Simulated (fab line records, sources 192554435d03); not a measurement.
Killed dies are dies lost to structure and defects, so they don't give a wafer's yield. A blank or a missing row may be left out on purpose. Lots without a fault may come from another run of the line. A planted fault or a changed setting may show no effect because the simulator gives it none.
fab line records | flow n5_finfet
record lots=9 wafers=27 last_day=18
route steps=1938 shown BEOL_M4@1089 PASSIVATION@1936
lots that met no fault: from a run of the same line without faults
start_h: hours from the record's first day to the start of the lot's first wafer shown | wait_h: hours since the lot's step before | " the same as in the row above | L1.1+2: a row that stands for several wafers | - no value, or no start given | * or withheld: withheld | < > ~ a bound
route shown NAME@n: a module of which the file shows steps, and the number in the route of the first | usual: mean/standard deviation of fault-free wafers | same: alike in all rows | chamber/n: place in a boat | sites: the reading at each site | _std_site: their standard deviation | _edge_site: outer sites' mean less inner sites' | radius_mm: how far each site lies from the wafer's centre | mask NAME#n: copy n | behind: the tool/chamber that last shaped the wafer | hold: why the lot was held/for how many hours/how that ended | device: the transistor (n, p or np) that didn't switch | end of line: the same wafers' tests at the end of the route | a step without rows: its recipe alone | killed: dies lost to structure and defects at the first sort, not the wafer's yield | map: a wafer's dies, x killed, . not, _ none there
set.NAME: the setting as run; set.NAME@STEP: as run at that earlier step | model.NAME: the simulator's own value behind a step, which no gauge read
steps of the route over a sample of lots; a table a step, a row a wafer
services: from which hour (start_h, from the record's first day; less than 0 if before it) a tool's chamber was out of use, for how many hours, and why
## steps
# step N5_BEOL_M4_ANNEAL_82
# recipe temp_c=400 time_s=240 ambient=vacuum
# usual heater_power_w=818/110
# columns lot.wafer tool chamber start_h wait_h heater_power_w
L415.1 pvd_sputter-03 - 205.20 0.0 657
L415.2 " - " " 888
L415.4 " - " " 723
L416.2 pvd_sputter-03 - 214.01 0.0 779
L416.3 " - " " 903
L416.4 " - " " 640
L417.1 pvd_sputter-03 - 220.16 0.0 785
L417.5 " - " " 718
L417.6 " - " " 663
L418.3 pvd_sputter-03 - 230.71 0.0 738
L418.4 " - " " 654
L418.6 " - " " 680
L422.1 pvd_sputter-03 - 266.76 0.0 789
L422.4 " - " " 728
L422.5 " - " " 711
L425.2 pvd_sputter-02 - 269.49 0.0 780
L425.3 " - " " 987
L425.5 " - " " 811
L428.2 pvd_sputter-03 - 288.39 0.0 914
L428.3 " - " " 719
L428.6 " - " " 646
L429.2 pvd_sputter-01 - 305.21 0.0 876
L429.5 " - " " 856
L429.6 " - " " 885
L430.4 pvd_sputter-03 - 313.05 0.0 651
L430.5 " - " " 941
L430.6 " - " " 795
# step N5_BEOL_M4_ANNEAL_89
# recipe temp_c=400 time_s=240 ambient=vacuum
# usual heater_power_w=818/110
# columns lot.wafer tool chamber start_h wait_h heater_power_w
L415.1 pvd_sputter-03 - 205.64 0.0 656
L415.2 " - " " 909
L415.4 " - " " 736
L416.2 pvd_sputter-03 - 214.45 0.0 791
L416.3 " - " " 926
L416.4 " - " " 667
L417.1 pvd_sputter-03 - 220.60 0.0 780
L417.5 " - " " 719
L417.6 " - " " 638
L418.3 pvd_sputter-03 - 231.15 0.0 742
L418.4 " - " " 642
L418.6 " - " " 646
L422.1 pvd_sputter-03 - 267.20 0.0 780
L422.4 " - " " 729
L422.5 " - " " 720
L425.2 pvd_sputter-02 - 269.93 0.0 773
L425.3 " - " " 969
L425.5 " - " " 795
L428.2 pvd_sputter-03 - 288.83 0.0 917
L428.3 " - " " 722
L428.6 " - " " 650
L429.2 pvd_sputter-01 - 305.65 0.0 853
L429.5 " - " " 840
L429.6 " - " " 879
L430.4 pvd_sputter-03 - 313.49 0.0 640
L430.5 " - " " 905
L430.6 " - " " 790
# step N5_BEOL_M4_ANNEAL_95
# recipe temp_c=400 time_s=240 ambient=vacuum
# usual heater_power_w=819/110
# columns lot.wafer tool chamber start_h wait_h heater_power_w
L415.1 pvd_sputter-03 - 206.30 0.0 660
L415.2 " - " " 920
L415.4 " - " " 731
L416.2 pvd_sputter-03 - 215.11 0.0 792
L416.3 " - " " 928
L416.4 " - " " 657
L417.1 pvd_sputter-03 - 221.26 0.0 808
L417.5 " - " " 730
L417.6 " - " " 653
L418.3 pvd_sputter-03 - 231.81 0.0 720
L418.4 " - " " 660
L418.6 " - " " 669
L422.1 pvd_sputter-03 - 267.86 0.0 797
L422.4 " - " " 741
L422.5 " - " " 735
L425.2 pvd_sputter-02 - 270.59 0.0 772
L425.3 " - " " 1003
L425.5 " - " " 799
L428.2 pvd_sputter-03 - 289.49 0.0 938
L428.3 " - " " 721
L428.6 " - " " 635
L429.2 pvd_sputter-01 - 306.31 0.0 880
L429.5 " - " " 838
L429.6 " - " " 865
L430.4 pvd_sputter-03 - 314.15 0.0 680
L430.5 " - " " 914
L430.6 " - " " 784
# step N5_BEOL_M4_CMP_52
# recipe stop_on=SiOC t_overpolish_s=6.8 down_force_psi=1 platen_rpm=50 clearing_platen_down_force_psi=1.5 clearing_platen_rpm=50 post_cmp_clean=cu_alkaline target_thk_nm=40 clearing_platen_pad_velocity_m_s=0.99484 pad_velocity_m_s=0.99484
# usual barrier_field_endpoint_s=24.7/0.71 clearing_platen_down_force_psi=1.5005/0.0028 motor_current_A=6.0/0.66 overpolish_run_s=6.799/0.0087 time_to_endpoint_s=61/3.6
# columns lot.wafer tool chamber start_h wait_h barrier_field_endpoint_s clearing_platen_down_force_psi motor_current_A overpolish_run_s time_to_endpoint_s
L415.4 cmp-02 0 206.99 0.2 26.2 1.5013 6.2 6.798 65
L415.2 " 1 " " 24.2 1.5023 7.2 6.804 57
L415.1 " 2 " " 24.9 1.5019 5.8 6.787 62
L416.3 cmp-02 1 215.75 0.2 23.8 1.4996 7.3 6.797 58
L416.2 " 3 " " 24.5 1.5035 6.1 6.807 61
L416.4 " 0 " " 25.2 1.4979 6.7 6.802 66
L417.1 cmp-02 3 221.95 0.3 41.3 1.5041 6.2 0.039 81
L417.5 " 2 " " 41.2 1.5007 6.0 0.036 81
L417.6 " 3 " " 41.3 1.5047 6.4 0.047 81
L418.4 cmp-02 1 232.44 0.1 41.3 1.5006 7.3 0.035 81
L418.3 " 3 " " 41.3 1.4990 6.6 0.030 81
L418.6 " 1 " " 41.3 1.4994 7.2 0.041 80
L422.1 cmp-04 0 268.53 0.3 24.9 1.5026 5.1 6.810 65
L422.4 " 2 " " 25.9 1.5030 6.3 6.791 68
L422.5 " 0 " " 25.3 1.5035 5.0 6.791 65
L425.2 cmp-04 1 271.22 0.2 24.1 1.5018 6.4 6.800 58
L425.3 " 0 " " 25.0 1.5029 4.9 6.795 62
L425.5 " 2 " " 24.9 1.5002 6.4 6.798 63
L428.3 cmp-01 2 290.16 0.2 26.1 1.5057 5.0 6.779 68
L428.2 " 0 " " 25.4 1.4981 6.3 6.815 64
L428.6 " 2 " " 26.3 1.5095 4.8 6.797 68
L429.2 cmp-01 1 307.76 1.0 24.6 1.4973 6.4 6.807 61
L429.5 " 2 " " 25.8 1.4971 4.8 6.800 70
L429.6 " 3 " " 24.8 1.5009 5.9 6.792 63
L430.4 cmp-02 1 314.83 0.2 24.7 1.5048 7.5 6.799 57
L430.6 " 0 " " 25.9 1.5000 6.3 6.789 62
L430.5 " 1 " " 24.3 1.5054 7.2 6.803 57
# step N5_BEOL_M4_THK_MEAS_53
# recipe thk_meas_gauge=xrf reads=Cu_of_BEOL_M4_ECD_50
# usual M4_THK=39.0/1.9
# columns lot.wafer tool chamber start_h wait_h M4_THK[nm]
L415.1 film_metro-01 - 207.24 - 40.3
L415.2 " - " " 40.2
L415.4 " - " " 40.9
L416.2 film_metro-01 - 216.04 - 39.4
L416.3 " - " " 41.4
L416.4 " - " " 41.2
L417.1 film_metro-02 - 222.20 - 143.2
L417.5 " - " " 145.9
L417.6 " - " " 143.2
L418.3 film_metro-01 - 232.74 - 152.7
L418.4 " - " " 158.7
L418.6 " - " " 153.7
L422.1 film_metro-01 - 268.79 - 38.2
L422.4 " - " " 39.0
L422.5 " - " " 39.1
L425.2 film_metro-02 - 271.52 - 39.8
L425.3 " - " " 43.3
L425.5 " - " " 43.2
L428.2 film_metro-01 - 290.41 - 39.9
L428.3 " - " " 39.3
L428.6 " - " " 42.0
L429.2 film_metro-02 - 307.94 - 38.2
L429.5 " - " " 40.1
L429.6 " - " " 39.6
L430.4 film_metro-02 - 315.09 - 37.2
L430.5 " - " " 39.6
L430.6 " - " " 38.9
# step N5_BEOL_M4_INSPECT_59
# recipe inspect_instrument=darkfield mode=post_dep
# usual raw_defect_count=73/22
# columns lot.wafer tool chamber start_h wait_h raw_defect_count
L415.1 defect_inspect-02 - 207.53 0.0 38
L415.2 " - " " 47
L415.4 " - " " 53
L416.2 defect_inspect-01 - 216.33 0.0 129
L416.3 " - " " 109
L416.4 " - " " 81
L417.1 defect_inspect-02 - 222.49 0.0 4939
L417.5 " - " " 5012
L417.6 " - " " 4942
L418.3 defect_inspect-02 - 233.03 0.0 4963
L418.4 " - " " 5062
L418.6 " - " " 4976
L422.1 defect_inspect-01 - 269.07 0.0 91
L422.4 " - " " 67
L422.5 " - " " 72
L425.2 defect_inspect-01 - 271.80 0.0 84
L425.3 " - " " 140
L425.5 " - " " 75
L428.2 defect_inspect-01 - 290.71 0.0 107
L428.3 " - " " 76
L428.6 " - " " 99
L429.2 defect_inspect-02 - 308.22 0.0 72
L429.5 " - " " 59
L429.6 " - " " 64
L430.4 defect_inspect-02 - 315.38 0.0 93
L430.5 " - " " 72
L430.6 " - " " 65
# step N5_BEOL_M4_RC_MEAS_101
# usual DIBL_N=37.2/2.5 DIBL_P=38/3 IOFF_N=0.17/0.044 IOFF_P=0.24/0.059 ION_N=667/13 ION_P=461/7.9 SS_N=71.8/0.86 SS_P=73.6/0.92 VT_N=250/4.1 VT_P=-249/3.9
# columns lot.wafer tool chamber start_h wait_h DIBL_N[mV/V] DIBL_P[mV/V] IOFF_N[nA/um] IOFF_P[nA/um] ION_N[uA/um] ION_P[uA/um] SS_N[mV/dec] SS_P[mV/dec] VT_N[mV] VT_P[mV]
L415.1 prober-02 0 207.55 0.0 37.6 37 0.18 0.23 676 461 71.5 73.5 248 -251
L415.2 " 0 " " 36.2 36 0.15 0.22 660 458 71.5 73.6 253 -250
L415.4 " 0 " " 38.3 38 0.20 0.26 675 473 71.7 73.7 246 -249
L416.2 prober-02 0 216.51 0.2 38.5 38 0.18 0.27 677 480 71.3 73.6 249 -244
L416.3 " 0 " " 37.5 37 0.15 0.23 658 460 71.7 73.5 252 -247
L416.4 " 0 " " 37.5 36 0.16 0.22 670 459 71.0 73.3 247 -246
L422.1 prober-02 0 269.10 0.0 39.0 39 0.19 0.23 678 460 72.2 73.8 248 -249
L422.4 " 0 " " 34.9 36 0.12 0.18 659 457 71.4 72.9 252 -252
L422.5 " 0 " " 36.5 38 0.15 0.21 672 455 71.8 73.5 250 -252
L425.2 prober-02 0 271.98 0.2 36.0 34 0.14 0.21 646 446 71.9 72.9 254 -249
L425.3 " 0 " " 38.4 38 0.18 0.24 669 458 72.1 73.4 249 -248
L425.5 " 0 " " 37.2 37 0.15 0.22 658 456 72.5 73.3 254 -251
L428.2 prober-01 0 290.89 0.2 37.1 36 0.14 0.22 651 452 71.5 73.0 254 -248
L428.3 " 0 " " 35.6 36 0.14 0.22 666 464 71.0 73.4 250 -249
L428.6 " 0 " " 39.0 39 0.18 0.28 665 464 72.2 74.2 249 -247
L429.2 prober-02 0 308.40 0.2 33.1 34 0.11 0.16 650 452 71.2 73.1 255 -253
L429.5 " 0 " " 39.4 41 0.19 0.26 654 452 72.3 74.4 251 -251
L429.6 " 0 " " 39.1 41 0.20 0.26 675 460 73.1 73.7 248 -250
L430.4 prober-01 0 315.86 0.5 39.9 38 0.18 0.24 658 458 72.5 72.9 251 -249
L430.5 " 0 " " 39.3 38 0.16 0.25 663 462 72.0 73.2 253 -246
L430.6 " 0 " " 35.9 33 0.12 0.19 657 451 71.3 71.8 257 -251
# step N5_PASSIVATION_PROBE_49
# usual defect_limited_yield=91.5/1.4 killed_at_M0_to_M3=32/11 killed_at_M4_up=12/4.4 killed_at_contacts=13/6.1 killed_at_front_end=39/12 killed_at_other=3.9/3 killed_dies=100/17 killed_on_rim=13/3.9 killed_open=66/12 killed_short=33/7.4 sort_bin_5_function=5.0/0.95 sort_bin_6_memory=3.2/0.66 sort_bin_8_speed=0.0/0.33 sort_n_pass=1079/17 sort_yield_pct=91.4/1.5
# same gross_dies=1180 killed_at_back_side=0 sort_bin_4_leakage[%]=0
# columns lot.wafer tool chamber start_h wait_h defect_limited_yield[%] killed_at_M0_to_M3 killed_at_M4_up killed_at_contacts killed_at_front_end killed_at_other killed_dies killed_on_rim killed_open killed_short sort_bin_5_function[%] sort_bin_6_memory[%] sort_bin_8_speed[%] sort_n_pass sort_yield_pct[%]
L416.4 prober-02 - 332.13 0.2 93.1 18 6 10 46 2 82 8 46 36 3.6 3.1 0 1098 93.1
L417.1 prober-02 - 336.35 0.0 0 39 1107 9 24 1 1180 152 58 25 4.6 2.2 0 0 0
L417.5 prober-02 - 336.55 0.2 0 25 1109 2 38 6 1180 152 60 27 4.2 3.0 0 0 0
L417.6 prober-02 - 336.60 0.3 0 23 1128 3 23 3 1180 152 43 22 3.3 1.8 0 0 0
L418.3 prober-02 - 340.28 0.1 0 25 1111 10 32 2 1180 152 45 30 3.3 3.1 0 0 0
L418.4 prober-02 - 340.33 0.2 0 17 1118 17 28 0 1180 152 59 20 3.5 3.1 0 0 0
L418.6 prober-02 - 340.43 0.3 0 24 1127 3 24 2 1180 152 45 22 2.5 3.1 0 0 0
L425.2 prober-02 - 378.28 0.1 92.5 33 7 13 34 2 89 16 57 31 4.5 2.7 0 1091 92.5
L425.3 prober-02 - 378.33 0.1 91.4 31 14 9 39 8 101 19 62 36 4.5 3.9 0 1079 91.4
L425.5 prober-02 - 378.43 0.2 94.1 26 8 4 28 4 70 12 40 30 3.6 2.2 0 1110 94.1
# killed by level:class
L416.4 FIN_SAQP:geometric_particle:short=8 MOL_CONTACT_COAG:geometric_particle:open=7 FIN_SAQP:geometric_particle:open=6 STI_FIN_REVEAL:geometric_particle:open=6 STI_FIN_REVEAL:geometric_particle:short=5 BEOL_M0_SAQP:geometric_particle:short=5 STARTING-WAFER:geometric_particle:open=4 BEOL_M1:geometric_particle:open=4
L417.1 BEOL_M4:area_cmp=1097 BEOL_M3:geometric_particle:open=10 MOL_CONTACT_COAG:geometric_particle:open=6 BEOL_M0:geometric_particle:short=6 STI_FIN_REVEAL:geometric_particle:open=5 BEOL_M1:geometric_particle:open=5 FIN_SAQP:geometric_particle:open=4 DUMMY_GATE:geometric_particle:open=4
L417.5 BEOL_M4:area_cmp=1093 STI_FIN_REVEAL:geometric_particle:open=14 BEOL_M0_SAQP:geometric_particle:open=6 DUMMY_GATE:geometric_particle:open=5 GATE_CUT:geometric_particle:short=5 BEOL_M0_SAQP:geometric_particle:short=5 STARTING-WAFER:geometric_particle:open=5 BEOL_M4:geometric_particle:open=4
L417.6 BEOL_M4:area_cmp=1115 BEOL_M3:geometric_particle:open=8 BEOL_M0_SAQP:geometric_particle:open=5 STI_FIN_REVEAL:geometric_particle:open=4 BEOL_M0:geometric_particle:short=4 FIN_SAQP:geometric_particle:open=3 FIN_SAQP:geometric_particle:short=3 MOL_CONTACT_COAG:geometric_particle:open=3
L418.3 BEOL_M4:area_cmp=1102 MOL_CONTACT_COAG:geometric_particle:open=10 FIN_SAQP:geometric_particle:short=6 BEOL_M1:geometric_particle:open=6 FIN_SAQP:geometric_particle:open=4 BEOL_M2:geometric_particle:open=4 STI_FIN_REVEAL:geometric_particle:open=3 GATE_CUT:geometric_particle:short=3
L418.4 BEOL_M4:area_cmp=1101 MOL_CONTACT_COAG:geometric_particle:open=14 BEOL_M4:geometric_particle:open=12 FIN_SAQP:geometric_particle:short=6 BEOL_M0_SAQP:geometric_particle:short=6 FIN_SAQP:geometric_particle:open=5 DUMMY_GATE:geometric_particle:open=5 BEOL_M0_SAQP:geometric_particle:open=5
L418.6 BEOL_M4:area_cmp=1113 BEOL_M0_SAQP:geometric_particle:short=8 BEOL_M0_SAQP:geometric_particle:open=8 FIN_SAQP:geometric_particle:open=7 BEOL_M5:geometric_particle:open=5 STI_FIN_REVEAL:geometric_particle:open=4 BEOL_M4:geometric_particle:open=4 ILD0:geometric_particle:short=3
L425.2 STI_FIN_REVEAL:geometric_particle:open=12 BEOL_M2:geometric_particle:open=9 MOL_CONTACT_COAG:geometric_particle:open=8 FIN_SAQP:geometric_particle:short=6 MOL_CONTACT_COAG:geometric_particle:short=4 BEOL_M0_SAQP:geometric_particle:short=4 BEOL_M0_SAQP:geometric_particle:open=4 BEOL_M1:geometric_particle:open=4
L425.3 FIN_SAQP:geometric_particle:open=10 BEOL_M0_SAQP:geometric_particle:open=10 BEOL_M4:geometric_particle:open=8 GATE_CUT:geometric_particle:short=7 MOL_CONTACT_COAG:geometric_particle:open=7 BEOL_M0_SAQP:geometric_particle:short=7 FIN_SAQP:geometric_particle:short=5 STI_FIN_REVEAL:geometric_particle:open=5
L425.5 FIN_SAQP:geometric_particle:short=6 BEOL_M3:geometric_particle:open=5 STARTING-WAFER:geometric_particle:short=5 FIN_SAQP:geometric_particle:open=4 BEOL_M0_SAQP:geometric_particle:short=4 BEOL_M2:geometric_particle:open=4 BEOL_M4:geometric_particle:open=4 STI_FIN_REVEAL:geometric_particle:open=3
## services
# columns tool chamber start_h hours kind
cmp-02 - 207.18 5.2 pm
cmp-01 - 228.38 0.4 repair
cmp-02 - 239.83 4.0 pm
cmp-02 - 243.83 - consumable_replace:conditioner
cmp-02 - 243.83 - consumable_replace:pad
cmp-01 - 251.56 4.0 pm
cmp-01 - 255.56 - consumable_replace:conditioner
cmp-01 - 255.56 - consumable_replace:pad
cmp-02 - 256.58 0.3 repair
cmp-01 - 260.01 6.3 pm
cmp-04 - 306.07 0.5 repair
## key
first_sign step=N5_BEOL_M4_CMP_52 reading=overpolish_run_s direction=down sigmas=99+ usual=6.799 struck=0.038
effect step=N5_BEOL_M4_CMP_52 reading=barrier_field_endpoint_s direction=up sigmas=23 usual=24.7 struck=41.3
effect step=N5_BEOL_M4_THK_MEAS_53 reading=M4_THK direction=up sigmas=59 usual=39.0 struck=149.6
effect step=N5_BEOL_M4_INSPECT_59 reading=raw_defect_count direction=up sigmas=99+ usual=73 struck=4982
effect step=N5_PASSIVATION_PROBE_49 reading=killed_at_M4_up direction=up sigmas=99+ usual=12 struck=1117
more_kills_born_at N5_BEOL_M4_CMP_52@cmp-02=6621
met_at N5_BEOL_M4_CMP_52
struck_lots L417,L418
later_rows_left_out L417.1,L417.5,L417.6,L418.3,L418.4,L418.6
not_acting_at N5_BEOL_M4_ANNEAL_82,N5_BEOL_M4_ANNEAL_89,N5_BEOL_M4_ANNEAL_95
onset_between 215.75 221.95
fault kind=process_parameter_drift tool=cmp-02 chamber=- onset_h=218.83 steps=N5_BEOL_M4_CMP_52 channel=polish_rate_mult offset=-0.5 shape=step end_h=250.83
# later_rows_left_out: the simulator's readings of these wafers behind a module that went badly wrong aren't trusted and aren't shown, but for the sort
